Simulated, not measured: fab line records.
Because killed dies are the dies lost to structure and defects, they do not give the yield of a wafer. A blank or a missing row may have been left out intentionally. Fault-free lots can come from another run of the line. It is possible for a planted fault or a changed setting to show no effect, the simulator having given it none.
What tool caused it? ; flow n5Finfet ; 27 wafers from 9 lots sampled at 6 of the route's 1938 steps

WHAT THE GAUGES READ, wafer by wafer
N5_ILD0_THK_MEAS_13. Usual: thkNm 17.5 nm, standard deviation 1.1.
lot;measured;on;thkNm (nm);flag
L496;day 4 09:13;filmMetro-02;17.0 16.6 15.7;
L497;day 4 11:37;filmMetro-01;18.4 16.8 16.5;
L498;day 4 19:25;filmMetro-02;17.0 16.8 17.2;
L506;day 6 17:43;filmMetro-02;18.1 17.3 17.1;
L511;day 7 23:51;filmMetro-01;16.9 16.5 17.0;
L513;day 8 11:11;filmMetro-01;16.6 18.1 15.9;
L514;day 8 17:19;filmMetro-02;18.9 18.4 18.6;
L516;day 9 04:37;filmMetro-01;18.5 18.7 18.2;
L517;day 9 12:45;filmMetro-01;19.8 18.3 18.5;

N5_SDB_OVL_MEAS_12. Usual: SDB_OVL typically reads 0.3 nm, with standard deviation 0.75.
lot;measured;on;SDB_OVL (nm);flag
L496;day 4 09:46;overlay-02;0.8 0.8 1.4;
L497;day 4 12:10;overlay-01;0.6 1.2 0.1;
L498;day 4 19:59;overlay-01;1.0 -0.7 -1.0;
L506;day 6 18:15;overlay-01;1.3 0.6 0.5;
L511;day 8 00:16;overlay-01;12.5 12.3 12.7;OFF
L513;day 8 11:35;overlay-02;0.6 0.2 -1.0;
L514;day 8 17:53;overlay-02;11.4 11.9 12.6;OFF
L516;day 9 05:10;overlay-02;0.4 0.3 0.4;
L517;day 9 13:12;overlay-02;0.8 1.6 1.1;

N5_BEOL_M4_RC_MEAS_101. Usual: DIBL_N 36.5 mV/V, standard deviation 1.4; DIBL_P 36.6 mV/V, standard deviation 1.6; IOFF_N 0.160 nA/um, standard deviation 0.024; IOFF_P 0.217 nA/um, standard deviation 0.029; ION_N 674 uA/um, standard deviation 8.7; ION_P 464 uA/um, standard deviation 6.5; SS_N 71.6 mV/dec, standard deviation 0.47; SS_P 73.4 mV/dec, standard deviation 0.57; VT_N 250.0 mV, standard deviation 2.5; VT_P -250 mV, standard deviation 3.1.
lot;measured;on;DIBL_N (mV/V);DIBL_P (mV/V);IOFF_N (nA/um);IOFF_P (nA/um);ION_N (uA/um);ION_P (uA/um);SS_N (mV/dec);SS_P (mV/dec);VT_N (mV);VT_P (mV);flag
L496;day 8 17:36;prober-01;36.9 34.8 37.4;37.8 34.3 37.7;0.177 0.138 0.188;0.222 0.175 0.220;669 678 690;460 463 466;71.7 70.9 71.8;73.2 73.1 74.0;248.6 253.1 247.8;-249 -252 -250;
L497;day 9 01:41;prober-02;34.9 33.5 35.1;35.5 33.6 36.0;0.155 0.128 0.159;0.228 0.191 0.224;680 667 687;471 466 471;71.6 71.3 72.0;73.5 72.9 73.1;249.3 252.2 249.7;-249 -252 -247;
L498;day 9 03:20;prober-01;37.1 36.6 36.3;37.2 36.7 36.3;0.180 0.178 0.169;0.253 0.256 0.241;687 675 684;474 468 475;71.6 71.7 71.6;73.5 72.6 73.6;247.7 247.2 244.9;-247 -246 -245;
L506;day 11 04:09;prober-01;35.7 37.9 36.0;35.4 37.3 35.4;0.134 0.174 0.140;0.212 0.239 0.210;666 681 675;469 465 468;70.7 72.1 71.0;72.5 73.1 72.9;251.2 249.5 249.9;-249 -246 -249;
L511;day 12 06:28;prober-02;35.3 36.1 35.7;34.2 35.6 35.5;0.112 0.127 0.127;0.167 0.185 0.185;653 663 666;454 462 462;71.0 71.2 71.4;72.3 73.1 73.3;253.4 254.9 253.7;-255 -252 -252;
L513;day 13 00:58;prober-02;36.2 35.5 36.5;36.9 36.7 37.8;0.150 0.149 0.161;0.209 0.202 0.225;667 673 674;461 465 464;72.2 71.7 72.0;73.3 73.1 73.4;252.9 250.4 252.8;-251 -252 -250;
L514;day 13 06:30;prober-01;36.0 35.5 34.7;36.0 34.9 33.0;0.152 0.131 0.125;0.212 0.190 0.175;674 667 667;466 456 465;71.5 71.3 71.0;72.5 72.5 72.0;253.1 253.4 252.4;-250 -251 -250;
L516;day 13 13:08;prober-01;35.8 34.8 37.9;38.6 37.1 40.1;0.164 0.143 0.199;0.217 0.193 0.236;677 677 686;454 461 458;71.6 70.9 73.0;73.5 73.4 74.4;248.1 252.1 248.2;-249 -250 -249;
L517;day 13 16:08;prober-02;37.0 36.4 36.7;36.3 36.3 36.4;0.169 0.166 0.173;0.218 0.213 0.222;677 682 680;459 464 464;72.2 71.4 72.0;72.9 74.0 73.8;249.2 247.6 247.2;-251 -252 -249;

EACH LOT AND THE TOOL THAT RAN IT (in order: tool; ch and the chambers of the sampled wafers; start)
lot;N5_ILD0_CMP_07;N5_SDB_EXPOSE_08;N5_SDB_ETCH_18
L496;cmp-02 ch 1,2,3, day 4 05:39;arfiScanner-03 ch 0, day 4 09:37;rieDiel-02 ch 0,2, day 4 10:17
L497;cmp-02 ch 0,2,3, day 4 08:13;arfiScanner-02 ch 0, day 4 12:01;rieDiel-01 ch 1,2,3, day 4 12:17
L498;cmp-03 ch 0,3, day 4 14:40;arfiScanner-03 ch 0, day 4 19:49;rieDiel-06 ch 1,3, day 4 20:07
L506;cmp-02 ch 0,2,3, day 6 14:16;arfiScanner-02 ch 0, day 6 18:07;rieDiel-01 ch 1,2,3, day 6 18:23
L511;cmp-03 ch 1,2, day 7 20:20;arfiScanner-02 ch 0, day 8 00:07;rieDiel-02 ch 1,2,3, day 8 00:33
L513;cmp-01 ch 1,2,3, day 8 07:24;arfiScanner-03 ch 0, day 8 11:26;rieDiel-01 ch 1,3, day 8 11:43
L514;cmp-03 ch 0,1,2, day 8 13:47;arfiScanner-02 ch 0, day 8 17:43;rieDiel-01 ch 0,1,3, day 8 18:01
L516;cmp-02 ch 0,1,2, day 9 00:34;arfiScanner-03 ch 0, day 9 05:01;rieDiel-02 ch 0,2, day 9 05:17
L517;cmp-02 ch 2,3, day 9 09:15;arfiScanner-03 ch 0, day 9 13:02;rieDiel-01 ch 1,2, day 9 13:20
- N5_ILD0_CMP_07: polishes SiO2 flowable, stops on poly-Si, t overpolish 1.18 s, target thk 138.88 nm.
- N5_SDB_EXPOSE_08: exposes mask SDB.
- N5_SDB_ETCH_18: etches SOC in N2/H2, target depth 100 nm, overetch 20 nm, time 150 s.

AS READ BY THE TOOLS THEMSELVES (means over the sampled wafers that have a number; for cases with no such wafer, the mark the record gives instead)
N5_ILD0_CMP_07. Usual: motorCurrentA 13.0 A, standard deviation 1.6.
lot;tool;motorCurrentA (A);flag
L496;cmp-02;12.6;
L497;cmp-02;12.5;
L498;cmp-03;12.5;
L506;cmp-02;12.4;
L511;cmp-03;13.9;
L513;cmp-01;13.1;
L514;cmp-03;13.1;
L516;cmp-02;13.2;
L517;cmp-02;12.1;

N5_SDB_EXPOSE_08. Usual: reticleTempC 23.03 C, standard deviation 0.1.
lot;tool;reticleTempC (C);flag
L496;arfiScanner-03;23.22;
L497;arfiScanner-02;23.06;
L498;arfiScanner-03;23.07;
L506;arfiScanner-02;22.98;
L511;arfiScanner-02;22.97;
L513;arfiScanner-03;23.08;
L514;arfiScanner-02;23.08;
L516;arfiScanner-03;22.96;
L517;arfiScanner-03;23.08;

N5_SDB_ETCH_18. Usual: drypumpMotorCurrentA 5.8 A, standard deviation 0.46; oesProductAu 0.70 a.u., standard deviation 0.061; rfVppV 524.7 V, standard deviation 2.9; showerheadPlenumPTorr 2.57 Torr, standard deviation 0.11; throttleValvePct 17.85 %, standard deviation 0.25.
lot;tool;drypumpMotorCurrentA (A);oesProductAu (a.u.);rfVppV (V);showerheadPlenumPTorr (Torr);throttleValvePct (%);flag
L496;rieDiel-02;5.7;0.66;523.2;2.50;17.77;
L497;rieDiel-01;5.6;0.73;527.4;2.67;17.82;
L498;rieDiel-06;5.5;0.65;523.6;2.52;17.99;
L506;rieDiel-01;5.6;0.71;526.8;2.66;17.85;
L511;rieDiel-02;6.2;0.67;525.2;2.58;17.76;
L513;rieDiel-01;5.8;0.74;527.8;2.68;17.67;
L514;rieDiel-01;5.8;0.70;524.7;2.59;17.82;
L516;rieDiel-02;5.7;0.81;528.3;2.69;17.57;
L517;rieDiel-01;5.4;0.71;527.2;2.66;17.80;

THE ANSWER, worked out from the rows above alone
Rule: a lot is off if the mean of its wafers that have a number lies more than 3 standard deviations from the usual mean. A lot without any number at a reading at which 4 lots or more have one is off too. The other lots that the step has rows for count as sound. The gauges are gone through in route order, then the tools' own readings, and for those a lot's mean is taken as printed above. At the first step where some lot is off, the reading lying furthest off is the one used; lots without a number count as furthest.
Off: at N5_SDB_OVL_MEAS_12 (SDB_OVL), L511, L514.
A tool fits if, at a process step before that reading, it ran every lot that is off, and no sound lot after the first of them. The gauges at N5_SDB_OVL_MEAS_12 are tried like those tools. 2 tools fit, cmp-03 at N5_ILD0_CMP_07 and arfiScanner-02 at N5_SDB_EXPOSE_08, so this cannot tell which one it is.

WHAT THE SIMULATOR HAD PUT IN
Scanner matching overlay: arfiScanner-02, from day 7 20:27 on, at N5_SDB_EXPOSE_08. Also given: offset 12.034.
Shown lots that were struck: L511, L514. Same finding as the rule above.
